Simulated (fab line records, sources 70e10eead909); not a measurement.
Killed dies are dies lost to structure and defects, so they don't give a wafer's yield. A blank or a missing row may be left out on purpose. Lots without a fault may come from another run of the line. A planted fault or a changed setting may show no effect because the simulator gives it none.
fab line records | flow nand_harc
record lots=14 wafers=42 last_day=33
route steps=1302 shown A_ONON_D2@547 A_CHANNEL_HOLE_D2@571 END@1302
lots that met no fault: from a run of the same line without faults
start_h: hours from the record's first day to the start of the lot's first wafer shown | wait_h: hours since the lot's step before | " the same as in the row above | L1.1+2: a row that stands for several wafers | - no value, or no start given | * or withheld: withheld | < > ~ a bound
route shown NAME@n: a module of which the file shows steps, and the number in the route of the first | usual: mean/standard deviation of fault-free wafers | same: alike in all rows | chamber/n: place in a boat | sites: the reading at each site | _std_site: their standard deviation | _edge_site: outer sites' mean less inner sites' | radius_mm: how far each site lies from the wafer's centre | mask NAME#n: copy n | behind: the tool/chamber that last shaped the wafer | hold: why the lot was held/for how many hours/how that ended | device: the transistor (n, p or np) that didn't switch | end of line: the same wafers' tests at the end of the route | a step without rows: its recipe alone | killed: dies lost to structure and defects at the first sort, not the wafer's yield | map: a wafer's dies, x killed, . not, _ none there
set.NAME: the setting as run; set.NAME@STEP: as run at that earlier step | model.NAME: the simulator's own value behind a step, which no gauge read
steps of the route over a sample of lots; a table a step, a row a wafer
services: from which hour (start_h, from the record's first day; less than 0 if before it) a tool's chamber was out of use, for how many hours, and why
## steps
# step NHARC_A_ONON_D2_DEP_03
# recipe target_thk_a=10000 n2_flow_sccm=2750 n2o_flow_sccm=2000 nh3_flow_sccm=500 sih4_flow_sccm=210 temp_c=400
# usual n2_flow_sccm=2748/8.6
# columns lot.wafer tool chamber start_h wait_h n2_flow_sccm
L255.1 pecvd_onon-03 0 281.37 0.1 2759
L255.5 " 0 " " 2769
L255.6 " 0 " " 2755
L256.2 pecvd_onon-03 0 295.32 0.1 2754
L256.3 " 0 " " 2750
L256.4 " 0 " " 2750
L258.1 pecvd_onon-02 0 312.99 0.1 2753
L258.3 " 0 " " 2756
L258.5 " 0 " " 2748
L257.2 pecvd_onon-03 0 313.02 0.1 2752
L257.5 " 0 " " 2736
L257.6 " 0 " " 2760
L259.3 pecvd_onon-03 0 322.91 0.2 2745
L259.5 " 0 " " 2738
L259.6 " 0 " " 2731
L260.4 pecvd_onon-02 0 335.39 0.2 2760
L260.5 " 0 " " 2758
L260.6 " 0 " " 2752
L265.2 pecvd_onon-01 0 379.60 0.1 2745
L265.3 " 0 " " 2748
L265.4 " 0 " " 2750
L267.2 pecvd_onon-01 0 392.44 0.1 2749
L267.4 " 0 " " 2759
L267.5 " 0 " " 2753
L270.1 pecvd_onon-02 0 441.37 0.2 2744
L270.3 " 0 " " 2747
L270.6 " 0 " " 2748
L272.1 pecvd_onon-01 0 466.10 0.1 2760
L272.2 " 0 " " 2757
L272.5 " 0 " " 2755
L273.3 pecvd_onon-03 0 466.33 0.2 2758
L273.5 " 0 " " 2756
L273.6 " 0 " " 2763
L274.1 pecvd_onon-02 0 466.36 0.1 2743
L274.4 " 0 " " 2754
L274.5 " 0 " " 2758
L276.1 pecvd_onon-01 0 485.28 0.1 2745
L276.5 " 0 " " 2740
L276.6 " 0 " " 2743
L277.1 pecvd_onon-03 0 495.44 0.1 2739
L277.4 " 0 " " 2746
L277.5 " 0 " " 2744
# step NHARC_A_ONON_D2_DEP_33
# recipe target_thk_a=2000 temp_c=400 pressure_torr=6.5 rf_w=900 teos_flow_sccm=161.4 flow_sccm=2650 target_thk_nm=200 gas=O2 material=SiO2
# usual heater_power_w=544/120 throttle_valve_pct=16.2/0.41
# columns lot.wafer tool chamber start_h wait_h heater_power_w throttle_valve_pct
L255.1 pecvd-01 0 293.64 0.1 680 16.6
L255.6 " 1 " " 527 16.0
L255.5 " 2 " " 372 15.7
L256.2 pecvd-04 0 307.07 0.1 614 15.5
L256.3 " 1 " " 660 16.6
L256.4 " 2 " " 548 16.2
L257.2 pecvd-01 0 325.00 0.1 798 16.6
L257.5 " 1 " " 540 16.2
L257.6 " 2 " " 408 15.7
L258.1 pecvd-04 2 325.01 0.1 552 16.4
L258.3 " 1 " " 668 16.6
L258.5 " 1 " " 696 16.7
L259.3 pecvd-03 0 336.76 0.1 331 16.1
L259.5 " 0 " " 352 16.1
L259.6 " 1 " " 614 16.5
L260.4 pecvd-03 1 347.66 0.2 562 16.4
L260.6 " 2 " " 638 16.6
L260.5 " 0 " " 408 16.0
L265.2 pecvd-03 1 391.43 0.1 449 16.3
L265.3 " 2 " " 720 16.4
L265.4 " 2 " " 548 16.2
L267.2 pecvd-04 2 401.67 0.1 567 16.4
L267.4 " 0 " " 593 15.6
L267.5 " 1 " " 597 16.9
L270.1 pecvd-04 2 454.27 0.1 586 16.4
L270.3 " 0 " " 605 15.6
L270.6 " 1 " " 673 16.8
L272.1 pecvd-04 2 478.05 0.1 530 16.6
L272.2 " 0 " " 621 15.3
L272.5 " 2 " " 539 16.4
L273.3 pecvd-03 1 478.12 0.1 576 16.3
L273.5 " 1 " " 581 16.5
L273.6 " 2 " " 574 16.2
L274.1 pecvd-01 1 478.14 0.1 520 16.1
L274.4 " 2 " " 400 16.3
L274.5 " 0 " " 765 16.8
L276.1 pecvd-04 1 499.49 0.1 666 16.5
L276.5 " 0 " " 600 15.2
L276.6 " 2 " " 536 16.6
L277.1 pecvd-03 2 508.23 0.1 563 16.5
L277.4 " 1 " " 439 16.4
L277.5 " 2 " " 576 16.2
# step NHARC_A_CHANNEL_HOLE_D2_DEP_01
# recipe target_thk_a=1400 target_thk_nm=140 temp_c=400 pressure_torr=3.5 flow_sccm=200 rf_w=350 material=SiON
# usual heater_power_w=742/98
# columns lot.wafer tool chamber start_h wait_h heater_power_w
L255.1 pecvd-02 0 296.85 1.6 651
L255.5 " 1 " " 839
L255.6 " 2 " " 718
L256.3 pecvd-03 2 309.55 1.0 785
L256.2 " 0 " " 613
L256.4 " 1 " " 782
L257.2 pecvd-02 0 327.49 1.3 631
L257.5 " 0 " " 658
L257.6 " 1 " " 854
L258.3 pecvd-04 2 327.64 1.1 771
L258.1 " 1 " " 883
L258.5 " 2 " " 771
L259.3 pecvd-04 1 340.86 1.0 913
L259.5 " 2 " " 750
L259.6 " 0 " " 706
L260.4 pecvd-04 1 353.58 0.8 894
L260.5 " 2 " " 648
L260.6 " 0 " " 814
L265.3 pecvd-04 0 396.73 1.2 783
L265.2 " 1 " " 810
L265.4 " 0 " " 786
L267.2 pecvd-03 1 407.06 1.3 765
L267.5 " 0 " " 543
L267.4 " 2 " " 882
L270.3 pecvd-02 1 460.55 1.0 770
L270.1 " 0 " " 584
L270.6 " 0 " " 599
L274.1 pecvd-02 1 483.75 1.6 824
L274.5 " 1 " " 833
L274.4 " 2 " " 663
L272.1 pecvd-03 1 483.93 1.7 750
L272.2 " 2 " " 866
L272.5 " 2 " " 873
L273.3 pecvd-04 2 485.68 1.0 731
L273.5 " 1 " " 759
L273.6 " 2 " " 734
L276.1 pecvd-04 0 504.47 1.6 682
L276.5 " 0 " " 706
L276.6 " 1 " " 900
L277.1 pecvd-04 2 510.78 1.8 694
L277.4 " 2 " " 735
L277.5 " 1 " " 891
# step NHARC_A_CHANNEL_HOLE_D2_CD_MEAS_10
# recipe target_cd_nm=100 landing_energy_ev=500
# usual cd_nm=100.2/0.61
# same landing_energy_ev=500
# columns lot.wafer tool chamber start_h wait_h cd_nm
L255.1 cd_sem-01 0 297.44 - 101.0
L255.5 " 0 " " 100.4
L255.6 " 0 " " 99.4
L256.2 cd_sem-02 0 310.18 - 100.4
L256.3 " 0 " " 100.6
L256.4 " 0 " " 101.0
L257.2 cd_sem-02 0 328.09 - 100.6
L257.5 " 0 " " 100.3
L257.6 " 0 " " 100.6
L258.1 cd_sem-03 0 328.38 - 100.3
L258.3 " 0 " " 101.1
L258.5 " 0 " " 100.9
L259.3 cd_sem-02 0 341.52 - 100.3
L259.5 " 0 " " 100.7
L259.6 " 0 " " 100.6
L260.4 cd_sem-02 0 354.10 - 100.9
L260.5 " 0 " " 100.3
L260.6 " 0 " " 100.5
L265.2 cd_sem-02 0 397.33 - 99.5
L265.3 " 0 " " 100.1
L265.4 " 0 " " 98.8
L267.2 cd_sem-01 0 407.63 - 99.3
L267.4 " 0 " " 100.2
L267.5 " 0 " " 99.8
L270.1 cd_sem-01 0 461.15 - 101.3
L270.3 " 0 " " 101.4
L270.6 " 0 " " 100.7
L274.1 cd_sem-03 0 484.47 - 100.0
L274.4 " 0 " " 99.8
L274.5 " 0 " " 99.7
L272.1 cd_sem-02 0 484.62 - 100.7
L272.2 " 0 " " 101.2
L272.5 " 0 " " 101.7
L273.3 cd_sem-02 0 486.38 - 101.0
L273.5 " 0 " " 99.8
L273.6 " 0 " " 99.8
L276.1 cd_sem-03 0 505.04 - 100.1
L276.5 " 0 " " 99.9
L276.6 " 0 " " 100.2
L277.1 cd_sem-01 0 511.50 - 99.5
L277.4 " 0 " " 99.5
L277.5 " 0 " " 99.6
# step NHARC_END_SORT_01
# recipe temp_c=25
# usual killed_at_array=62/15 killed_at_other=0.8/1 killed_at_periphery=3.7/2.6 killed_dies=66/15 killed_open=3.1/1.8 killed_short=2.6/1.7
# same gross_dies=677
# columns lot.wafer tool chamber start_h wait_h killed_at_array killed_at_other killed_at_periphery killed_dies killed_open killed_short
L267.2 prober-02 0 675.39 2.8 131 0 10 141 5 1
L267.4 prober-02 0 676.98 3.4 145 0 4 149 2 1
L267.5 prober-02 0 677.77 3.7 151 0 5 156 1 2
L265.2 prober-01 0 683.11 2.8 117 0 2 119 1 3
L265.3 prober-01 0 683.92 3.1 112 0 3 115 0 3
L265.4 prober-01 0 684.72 3.4 114 0 1 115 1 2
# killed by level:class
L267.2 A_ONON_D2:unspecified=53 A_SLIT:chamber_film_flake=32 A_CHANNEL_HOLE_D1:chamber_film_flake=29 A_CHANNEL_HOLE_D2:chamber_film_flake=11 P_M2:chamber_film_flake=4 P_M0:geometric_particle:open=3 A_DECK1_JOINT:chamber_film_flake=3 P_GATE:geometric_particle:open=1
L267.4 A_ONON_D2:unspecified=57 A_CHANNEL_HOLE_D1:chamber_film_flake=33 A_SLIT:chamber_film_flake=27 A_CHANNEL_HOLE_D2:chamber_film_flake=21 A_CONTACT:chamber_film_flake=3 P_GATE:chamber_film_flake=2 P_GATE:geometric_particle:open=1 A_CHANNEL_FILL_D1:geometric_particle:short=1
L267.5 A_ONON_D2:unspecified=56 A_CHANNEL_HOLE_D1:chamber_film_flake=35 A_SLIT:chamber_film_flake=34 A_CHANNEL_HOLE_D2:chamber_film_flake=23 P_M2:chamber_film_flake=2 P_CONTACT:geometric_particle:open=1 A_CHANNEL_HOLE_D1:geometric_particle:short=1 A_DECK1_JOINT:geometric_particle:short=1
L265.2 A_ONON_D2:unspecified=56 A_CHANNEL_HOLE_D1:chamber_film_flake=34 A_CHANNEL_HOLE_D2:chamber_film_flake=10 A_CONTACT:chamber_film_flake=4 A_M1:chamber_film_flake=4 A_CHANNEL_FILL_D2:geometric_particle:short=2 A_SLIT:chamber_film_flake=2 A_WL_FILL:chamber_film_flake=2
L265.3 A_ONON_D2:unspecified=59 A_CHANNEL_HOLE_D1:chamber_film_flake=22 A_CHANNEL_HOLE_D2:chamber_film_flake=12 A_CONTACT:chamber_film_flake=8 A_M1:chamber_film_flake=4 A_CHANNEL_FILL_D1:chamber_film_flake=2 A_WL_FILL:chamber_film_flake=2 P_M0:geometric_particle:short=1
L265.4 A_ONON_D2:unspecified=51 A_CHANNEL_HOLE_D1:chamber_film_flake=30 A_CHANNEL_HOLE_D2:chamber_film_flake=17 A_CONTACT:chamber_film_flake=6 A_M1:chamber_film_flake=2 A_SLIT:chamber_film_flake=2 A_WL_FILL:chamber_film_flake=2 A_CHANNEL_FILL_D1:geometric_particle:short=1
## services
# columns tool chamber start_h hours kind
pecvd_onon-01 - 269.00 13.0 pm
pecvd-04 - 276.10 13.0 pm
pecvd-04 0 276.10 13.0 vent_cycle
pecvd-04 1 276.10 13.0 vent_cycle
pecvd-04 - 302.30 1.9 repair
pecvd-01 - 311.00 13.0 pm
pecvd-04 - 315.63 1.8 repair
pecvd-03 - 334.73 0.5 repair
pecvd-04 - 337.61 0.6 repair
pecvd_onon-02 - 366.00 13.0 pm
pecvd-03 - 366.56 13.0 pm
pecvd-04 - 371.44 1.2 repair
pecvd_onon-03 - 408.35 13.0 pm
pecvd-02 - 409.01 13.0 pm
pecvd-03 - 419.24 0.4 repair
pecvd_onon-03 - 434.40 10.0 repair
pecvd-01 0 435.80 5.0 repair
pecvd_onon-01 - 450.00 13.0 pm
pecvd-01 - 453.75 2.0 repair
pecvd-04 - 457.10 13.0 pm
pecvd-02 2 464.17 6.2 repair
pecvd-01 - 492.07 13.0 pm
pecvd-02 0 510.27 3.6 repair
pecvd-03 - 510.30 13.2 repair
## key
first_sign step=NHARC_END_SORT_01 reading=killed_at_array direction=up sigmas=4.4 usual=62 struck=128
effect step=NHARC_END_SORT_01 reading=killed_dies direction=up sigmas=4.3 usual=66 struck=132
more_kills_born_at NHARC_A_ONON_D2_DEP_03@pecvd_onon-01=332
met_at NHARC_A_ONON_D2_DEP_03
struck_lots L265,L267
tester_left_out L265,L267
not_acting_at NHARC_A_ONON_D2_DEP_33,NHARC_A_CHANNEL_HOLE_D2_DEP_01,NHARC_A_CHANNEL_HOLE_D2_CD_MEAS_10
fault kind=chamber_particle_source tool=pecvd_onon-01 chamber=- onset_h=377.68 steps=NHARC_A_ONON_D2_DEP_03 rate_per_visit_cm2=0.79094 end_h=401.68
# tester_left_out: of these lots the tester's yield and bins aren't shown, on N5 and GAA mostly nor the transistor test; their killed dies are dies lost to structure and defects alone, not to doping, threshold or leakage, so they don't give the yield
